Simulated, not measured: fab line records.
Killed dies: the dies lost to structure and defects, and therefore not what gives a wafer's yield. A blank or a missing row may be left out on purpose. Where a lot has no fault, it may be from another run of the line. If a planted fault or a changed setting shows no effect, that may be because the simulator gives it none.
fab line records    flow n5-finfet
record lots=4  wafers=12  last-day=18
route steps=1938 shown MOL_CONTACT_COAG@520 PASSIVATION@1936
lots untouched by any fault: they come from a run of this same line in which no faults occurred
start-h: the number of hours between the record's first day and the start of the first shown wafer of the lot    wait-h: time in hours since the lot's previous step    " same as the row above    L1.1+2: a single row standing in for several wafers    - no value, or no start given    * or withheld: withheld    < > ~ a bound
route shown NAME@n: a module of which the file shows steps, and the number in the route of the first    usual: mean/standard deviation taken from wafers without a fault    same: alike in all rows    chamber/n: place in a boat    sites: the reading at each site    _std_site: the values' standard deviation    _edge_site: inner sites' mean taken away from outer sites' mean    radius-mm: how far each site lies from the wafer's centre    mask NAME#n: copy n    behind: tool/chamber where the wafer was last shaped    hold: why the lot was held/for how many hours/how that ended    device: whichever transistor did not switch (one of n, p or np)    end of line: tests of these same wafers at the route's end    where a step has no rows: the recipe by itself    killed: count of dies lost to structure and defects at first sort (not the wafer's yield)    map: a wafer's dies, marking killed ones x, the rest . and places with no die _
set.NAME: the run value of the setting; set.NAME@STEP: its run value at that earlier step    model.NAME: the simulator's own value behind a step, which no gauge read
certain route steps with their lots: each step a table, each wafer a row
services: a tool's chamber out of use, with start hour (start-h, from the record's first day; less than 0 if before it), hours out, and reason
## steps
# step N5_MOL_CONTACT_COAG_COAT_02
# recipe resist=CAR-EUV  spin-rpm=1500  resist-thk-nm=30
# step N5_MOL_CONTACT_COAG_EBR_04
# recipe solvent=PGMEA  ebr-width-mm=1.5
# step N5_MOL_CONTACT_COAG_SOFTBAKE_03
# recipe temp-c=110  time-s=60  resist=CAR-EUV
# step N5_MOL_CONTACT_COAG_EXPOSE_05
# recipe mask-id=CA  na=0.33  source-shape=annular  sigma-inner=0.4  sigma-outer=0.8  polarization=unpolarized  defocus-nm=0  dose-mj=38.25
# step N5_MOL_CONTACT_COAG_PEB_06
# recipe peb-temp-c=100  peb-time-s=60  resist=CAR-EUV
# step N5_MOL_CONTACT_COAG_DEVELOP_07
# recipe develop-time-s=30  developer=TMAH  resist=CAR-EUV  rinse-liquid=surfactant-rinse  dry=air-spin  dev-temp-c=23
# step N5_MOL_CONTACT_COAG_DESCUM_13
# recipe chemistry=O2  time-s=7  source-power-w=50  bias-power-w=20  pressure-mtorr=20  rf-frequency-hz=2.712e+07  temp-c=40  resist=CAR-EUV  o2-flow-sccm=225
# step N5_MOL_CONTACT_COAG_ETCH_59
# recipe chemistry=N2/H2  target=underlayer  target-depth-a=130  mask-material=CAR-EUV  time-s=10.4  ion-energy-ev=200  pressure-mtorr=30  source-w=840  bias-w=150  n2-flow-sccm=200  h2-flow-sccm=200  ends=cleared
# step N5_MOL_CONTACT_COAG_ETCH_105
# recipe chemistry=CF4  target=SiARC  target-depth-a=156  mask-material=CAR-EUV  time-s=26  ion-energy-ev=80  pressure-mtorr=40  source-w=545  bias-w=36  Ar_flow_sccm=100  cf4-flow-sccm=100  ends=cleared
# step N5_MOL_CONTACT_COAG_ETCH_106
# recipe chemistry=N2/H2  target=SOC  target-depth-a=800  overetch-a=160  mask-material=SiARC  temp-c=40  time-s=120  ion-energy-ev=200  pressure-mtorr=30  source-w=840  bias-w=150  n2-flow-sccm=200  h2-flow-sccm=200
# usual chamber-pressure-mTorr=30.002/0.027  drypump-motor-current-A=5.8/0.6  oes-product-au=0.69/0.064  rf-fwd-power-W=835/3.1  rf-vpp-V=523.2/2.2  showerhead-plenum-p-Torr=2.52/0.076  throttle-valve-pct=17.85/0.16
lot.wafer  tool         chamber  start-h  wait-h  chamber-pressure-mTorr  drypump-motor-current-A  oes-product-au  rf-fwd-power-W  rf-hours-counter-h  rf-vpp-V  showerhead-plenum-p-Torr  throttle-valve-pct
L375.1     rie-diel-05  1        165.01   0.0     29.986                  5.9                      0.75            834             61                  523.0     2.49                      18.00
L375.2     "            2        "        "       30.002                  5.5                      0.69            837             133                 524.8     2.54                      17.69
L375.6     "            3        "        "       30.030                  6.7                      0.66            838             -                   520.1     2.41                      18.04
L377.1     rie-diel-06  1        167.68   0.0     30.038                  5.8                      0.60            839             249                 525.2     2.62                      18.00
L377.3     "            3        "        "       30.052                  4.8                      0.70            842             129                 521.8     2.46                      17.84
L377.6     "            3        "        "       29.955                  4.8                      0.69            842             -                   521.7     2.46                      17.84
L378.1     rie-diel-06  0        171.87   0.0     30.029                  6.4                      0.67            839             159                 522.3     2.44                      17.96
L378.4     "            1        "        "       30.013                  5.8                      0.61            836             250                 526.9     2.62                      18.01
L378.5     "            2        "        "       29.985                  5.3                      0.76            836             -                   521.9     2.48                      17.57
L387.2     rie-diel-06  3        231.01   0.0     29.991                  4.8                      0.67            840             155                 521.7     2.45                      17.87
L387.3     "            2        "        "       30.002                  5.3                      0.73            841             83                  521.6     2.47                      17.61
L387.6     "            2        "        "       30.043                  5.3                      0.73            841             -                   521.2     2.47                      17.60
# step N5_MOL_CONTACT_COAG_STRIP_107
# recipe chemistry=N2/H2  temp-c=40  n2-flow-sccm=200  h2-flow-sccm=200  rf-frequency-hz=6e+07
# step N5_MOL_CONTACT_COAG_STRIP_108
# recipe chemistry=N2/H2  temp-c=40  n2-flow-sccm=200  h2-flow-sccm=200  rf-frequency-hz=6e+07
# step N5_MOL_CONTACT_COAG_CONTACT_ETCH_14
# recipe chemistry=C4F6/O2  target=SiO2  target-depth-a=275  overetch-a=85  mask-material=SOC  pressure-mtorr=30  source-w=370  bias-w=185  Ar_flow_sccm=300  C4F6_flow_sccm=16  O2_flow_sccm=10  time-s=20  ion-energy-ev=259.6
# step N5_MOL_CONTACT_COAG_STRIP_109
# recipe chemistry=C4F6/O2  resist=SiARC  rf-frequency-hz=6e+07
# step N5_MOL_CONTACT_COAG_ETCH_15
# recipe chemistry=CH3F/O2  target=SiNx  target-depth-a=70  mask-material=SOC  stop-on=Si:P  over-etch-frac=0.75  ion-energy-ev=120  pressure-mtorr=30  source-w=395  bias-w=73  Ar_flow_sccm=150  CH3F_flow_sccm=30  O2_flow_sccm=20
# step N5_MOL_CONTACT_COAG_ETCH_110
# recipe chemistry=CF4/O2  target=Si  target-depth-a=25  time-s=8  pressure-mtorr=100  source-w=200  bias-w=12  ion-energy-ev=60  Ar_flow_sccm=100  cf4-flow-sccm=100  O2_flow_sccm=10
# step N5_MOL_CONTACT_COAG_STRIP_98
# recipe chemistry=N2/H2  power-w=500  temp-c=40  pressure-mtorr=50  rf-frequency-hz=6e+07  overash-fraction=0.3  bias-power-w=8  h2-frac=0.5  n2-flow-sccm=300  h2-flow-sccm=300
# step N5_MOL_CONTACT_COAG_IMPLANT_129
# recipe species=Ge  energy-kev=3  dose-cm2=6e+14  tilt-deg=0  rotation-deg=0
# step N5_MOL_CONTACT_COAG_PRECLEAN_111
# recipe chemistry=NF3:NH3  afs-cycles=1  temp-c=30  time-s=20  sublimation-temp-c=180  sublimation-time-s=60  pressure-torr=3  rf-power-w=30
# step N5_MOL_CONTACT_COAG_TI_SIL_19
# recipe material=Ti  target-thk-a=42  temp-c=200  chamber-pressure-pa=5  power-w=5000  time-s=15
# step N5_MOL_CONTACT_COAG_ALD_20
# recipe material=TiN  target-thk-a=15  temp-c=400  ald-precursor-family=TiCl4  ald-co-reactant=NH3  pulse-time-s=1  purge-time-s=3  co-reactant-purge-time-s=2  co-reactant-pulse-time-s=2  ald-cycles=68  pressure-torr=3
# step N5_MOL_CONTACT_COAG_SIL_ANNEAL_21
# recipe temp-c=550  time-s=60  ambient=N2
# step N5_MOL_CONTACT_COAG_PRE_CLEAN_141
# recipe gas=H2/He  time-s=60  temp-c=300
# step N5_MOL_CONTACT_COAG_SPUTTER_143
# recipe material=Co  target-thk-a=25  temp-c=25  chamber-pressure-pa=0.2
# step N5_MOL_CONTACT_COAG_CO_FILL_22
# recipe material=Co  target-thk-a=200  temp-c=200  precursor=CCTBA/H2  pressure-torr=30
# step N5_MOL_CONTACT_COAG_ANNEAL_113
# recipe temp-c=400  time-s=300  ambient=H2/N2
# step N5_MOL_CONTACT_COAG_PRE_CLEAN_142
# recipe gas=H2/He  time-s=60  temp-c=300
# step N5_MOL_CONTACT_COAG_SPUTTER_130
# recipe material=Co  target-thk-a=475  temp-c=25  chamber-pressure-pa=0.5  power-w=3000
# step N5_MOL_CONTACT_COAG_PRECLEAN_125
# recipe chemistry=DIW  time-s=57.5  temp-c=23
# step N5_MOL_CONTACT_COAG_SRD_126
# recipe dry-time-s=32  dry=n2-spin  spin-rpm=1500
# step N5_MOL_CONTACT_COAG_CMP_23
# recipe stop-on=SiO2  t-overpolish-s=1.5  post-cmp-clean=cu-alkaline  down-force-psi=2  platen-rpm=50.289  pad-velocity-m-s=1.0006  target-thk-nm=0
# step N5_MOL_CONTACT_COAG_WET_ETCH_26
# recipe target=Co  target-depth-nm=13
# step N5_MOL_CONTACT_COAG_WET_ETCH_116
# recipe chemistry=SC1-inhibited  target-depth-nm=4.6  dry=ipa-marangoni  rinse-time-s=30  rinse-temp-c=23
# step N5_MOL_CONTACT_COAG_ALD_27
# recipe material=SiOC  target-thk-a=170  temp-c=400  ald-precursor-family=carbosiloxane  ald-co-reactant=H2-plasma  pulse-time-s=1.5  time-s=2720  purge-time-s=2  co-reactant-purge-time-s=2  ald-cycles=340  pressure-torr=2
# step N5_MOL_CONTACT_COAG_CMP_28
# recipe stop-on=SiNx  t-overpolish-s=0.85  post-cmp-clean=alkaline-brush  down-force-psi=4.15  platen-rpm=51.8  pad-velocity-m-s=1.0307  target-thk-nm=14.522
# step N5_PASSIVATION_PROBE_49
# usual defect-limited-yield=91.4/1.4  killed_at_M0_to_M3=33/11  killed_at_M4_up=13/5.3  killed-at-contacts=13/6.1  killed-at-front-end=40/11  killed-at-other=2.9/2.7  killed-dies=102/17  killed-open=68/13  killed-short=32/7.5  sort_bin_4_leakage=0.00/0.022  sort_bin_5_function=5.1/0.98  sort_bin_6_memory=3.2/0.69  sort_bin_8_speed=0.1/1.1  sort-n-pass=1077/21  sort-yield-pct=91.3/1.7
# same gross-dies=1180  killed-at-back-side=0
lot.wafer  tool       chamber  start-h  wait-h  defect-limited-yield[%]  killed_at_M0_to_M3  killed_at_M4_up  killed-at-contacts  killed-at-front-end  killed-at-other  killed-dies  killed-open  killed-short  sort_bin_4_leakage[%]  sort_bin_5_function[%]  sort_bin_6_memory[%]  sort_bin_8_speed[%]  sort-n-pass  sort-yield-pct[%]
L377.1     prober-01  -        373.92   0.0     85.5                     19                  12               99                  41                   0                171          61           21            0                      8.0                     3.6                   0                    1009         85.5
L377.3     prober-01  -        374.02   0.1     77.6                     32                  17               178                 32                   5                264          74           22            0                      13.4                    5.0                   0                    916          77.6
L377.6     prober-01  -        374.17   0.3     79.9                     20                  19               155                 41                   2                237          59           29            0                      10.8                    4.7                   0                    943          79.9
L378.1     prober-01  -        378.38   0.0     89.0                     26                  7                68                  29                   0                130          43           31            0                      5.4                     3.8                   0                    1050         89.0
L378.4     prober-01  -        378.53   0.2     85.5                     28                  3                92                  45                   3                171          51           36            0                      8.1                     3.1                   0.1                  1008         85.4
L378.5     prober-01  -        378.58   0.2     85.1                     27                  4                111                 34                   0                176          49           25            0                      7.5                     3.6                   0                    1004         85.1
L375.1     prober-02  -        390.28   0.0     91.9                     34                  8                19                  30                   4                95           66           28            0                      4.7                     3.1                   0                    1085         91.9
L375.2     prober-02  -        390.33   0.1     92.6                     33                  5                10                  36                   3                87           57           25            0                      3.7                     3.2                   0                    1093         92.6
L375.6     prober-02  -        390.53   0.3     89.7                     59                  4                17                  40                   2                122          70           48            0                      5.4                     4.7                   0                    1058         89.7
# killed by level:class
L377.1 MOL_CONTACT_COAG:unspecified=88 FIN_SAQP:geometric-particle:open=10 MOL_CONTACT_COAG:geometric-particle:open=10 ILD0:geometric-particle:open=9 BEOL_M3:geometric-particle:open=7 FIN_SAQP:geometric-particle:short=5 STI_FIN_REVEAL:geometric-particle:open=5 BEOL_M0_SAQP:geometric-particle:short=5
L377.3 MOL_CONTACT_COAG:unspecified=165 FIN_SAQP:geometric-particle:open=14 MOL_CONTACT_COAG:geometric-particle:open=12 BEOL_M3:geometric-particle:open=10 BEOL_M4:geometric-particle:open=6 BEOL_M2:geometric-particle:open=6 FIN_SAQP:geometric-particle:short=4 BEOL_M0_SAQP:geometric-particle:open=4
L377.6 MOL_CONTACT_COAG:unspecified=149 FIN_SAQP:geometric-particle:open=15 FIN_SAQP:geometric-particle:short=8 BEOL_M4:geometric-particle:open=7 MOL_CONTACT_COAG:geometric-particle:open=6 BEOL_M0_SAQP:geometric-particle:open=5 BEOL_M2:geometric-particle:open=5 BEOL_M3:geometric-particle:open=4
L378.1 MOL_CONTACT_COAG:unspecified=55 MOL_CONTACT_COAG:geometric-particle:open=11 BEOL_M0_SAQP:geometric-particle:short=8 BEOL_M0_SAQP:geometric-particle:open=7 FIN_SAQP:geometric-particle:open=6 GATE_CUT:geometric-particle:short=6 BEOL_M1:geometric-particle:open=5 FIN_CUT:geometric-particle:short=3
L378.4 MOL_CONTACT_COAG:unspecified=81 FIN_SAQP:geometric-particle:open=17 MOL_CONTACT_COAG:geometric-particle:open=10 BEOL_M0_SAQP:geometric-particle:short=8 GATE_CUT:geometric-particle:short=6 BEOL_M0_SAQP:geometric-particle:open=5 STARTING-WAFER:geometric-particle:short=5 FIN_SAQP:geometric-particle:short=4
L378.5 MOL_CONTACT_COAG:unspecified=102 BEOL_M0_SAQP:geometric-particle:open=9 MOL_CONTACT_COAG:geometric-particle:open=8 FIN_SAQP:geometric-particle:short=6 FIN_SAQP:geometric-particle:open=5 GATE_CUT:geometric-particle:open=5 BEOL_M2:geometric-particle:open=5 GATE_CUT:geometric-particle:short=4
L375.1 MOL_CONTACT_COAG:geometric-particle:open=17 BEOL_M0_SAQP:geometric-particle:open=15 FIN_SAQP:geometric-particle:open=7 BEOL_M0_SAQP:geometric-particle:short=7 FIN_SAQP:geometric-particle:short=6 BEOL_M2:geometric-particle:open=5 BEOL_M7:geometric-particle:open=5 STI_FIN_REVEAL:geometric-particle:open=4
L375.2 BEOL_M0_SAQP:geometric-particle:open=13 FIN_SAQP:geometric-particle:open=9 MOL_CONTACT_COAG:geometric-particle:open=8 BEOL_M0_SAQP:geometric-particle:short=7 FIN_SAQP:geometric-particle:short=5 GATE_CUT:geometric-particle:open=5 BEOL_M1:geometric-particle:open=5 GATE_CUT:geometric-particle:short=4
L375.6 BEOL_M0_SAQP:geometric-particle:open=17 BEOL_M0_SAQP:geometric-particle:short=14 MOL_CONTACT_COAG:geometric-particle:open=9 GATE_CUT:geometric-particle:short=8 FIN_SAQP:geometric-particle:open=7 MOL_CONTACT_COAG:geometric-particle:short=7 BEOL_M1:geometric-particle:open=6 BEOL_M2:geometric-particle:open=6
# map L377.3 (x killed, . not)
_________________............________________
______________.......x...xx....._____________
___________............x..x.x......__________
__________......xx.......x.........._________
________.......x.x..............x....._______
_______..............x.................______
______........x.......x..........x.x...._____
_____................................x...____
____.x..........xx.xx.................x.x.___
___..........x.............x.........x....x__
___.............x.......x....xxx..xxxx.xx.x__
__..x...x...x...x...x..........x.xxxxxxxxx.._
__.........................x.xxxxxxxxxxxxxxx_
_...............x.x...x.......xxxxxxxxxxxxx.x
_.................xx.........xxxxxxxxxxxxxxx.
_.....x......x..............xxxxxxxxxxxxxxxx.
_.x.x...x.............x.x.x..xxxxxxxxxxxxxxx.
_...................xx.......xxxxxxxxxxxxxxxx
_..............x........xx....xxxxxxxxxxxxx..
_.xx..x.....x........x..x...x.xxxxxxxxxx.xx.x
_........................x.x..x.xxxxxxxxxxx..
__....x.................x......xxxxx.xxxxx.._
__..........x...x.......x..x..x...xxx.x.x..x_
___...........x.......x..x.................__
___....x........x..x....................xx.__
____x..xx......x..x......xx...............___
_____.........................xx.........____
______.......................x.........._____
_______..........x..x..................______
________.......x...................xx._______
__________............x....x...x..x._________
___________........................__________
______________.............x...._____________
_________________............________________
# map L378.5 (x killed, . not)
_________________.........x..________________
______________.................._____________
___________..x.....................__________
__________..x............xx........._________
________.............x................_______
_______..................xx............______
______........................x........._____
_____.x..................................____
____.....x.....x..x..............x........___
___xxxxxxx..x........xx....................__
___xxxxx.x......................x..........__
__xxxxxxxxxx....xx.......................x.._
__xxxxxxxxx................................._
_xxxxxxxxxx.x.............x.....x.........xx.
_xxxxxxxxxx....................x.............
_xxxxxxxxxx........................x.........
_xxxxxxxxxx.......x......x...x...............
_xxxxxxxxx.................................x.
_xxxxxxx.xx...........................x...x..
_xxxxxxx.x.......x..x.............x...x..x...
_..x..x.x....................................
__....x...x..x.............x......x........._
__.x.............x.............xx...x..x...._
___.x......................................__
___........................................__
____..........x................xx.........___
_____.........x.......x.x....x.x.....x...____
______...................x.x..........xx_____
_______........x.......................______
________.......x.........x............_______
__________.........................._________
___________....x...........x.......__________
______________...............x.x_____________
_________________...xxx.x....________________
## services
tool         chamber  start-h  hours  kind
rie-diel-05  0        156.68   4.6    repair
rie-diel-06  1        173.05   -      clean
rie-diel-06  1        173.05   -      consumable-replace:focus-ring
rie-diel-06  1        173.05   16.4   scheduled-down
rie-diel-06  1        173.05   16.4   vent-cycle
rie-diel-06  0        176.57   2.9    repair
rie-diel-06  1        199.25   14.5   repair
rie-diel-06  -        209.18   0.3    repair
rie-diel-06  -        210.01   4.8    repair
rie-diel-06  1        216.20   8.8    repair
rie-diel-06  2        216.94   4.0    repair
rie-diel-06  0        227.20   14.4   repair
## key
first-sign step=N5_PASSIVATION_PROBE_49  reading=killed-at-contacts  direction=up  sigmas=17  usual=13  struck=117
effect step=N5_PASSIVATION_PROBE_49  reading=killed-dies  direction=up  sigmas=5.3  usual=102  struck=192
more-kills-born-at N5_MOL_CONTACT_COAG_ETCH_106@rie-diel-06=640
met-at N5_MOL_CONTACT_COAG_ETCH_106
struck-wafers L377.1,L377.3,L377.6,L378.1,L378.4,L378.5
fault kind=chamber-particle-source  tool=rie-diel-06  chamber=-  onset-h=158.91  steps=N5_MOL_CONTACT_COAG_ETCH_106  rate-per-visit-cm2=2.0615  end-h=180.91
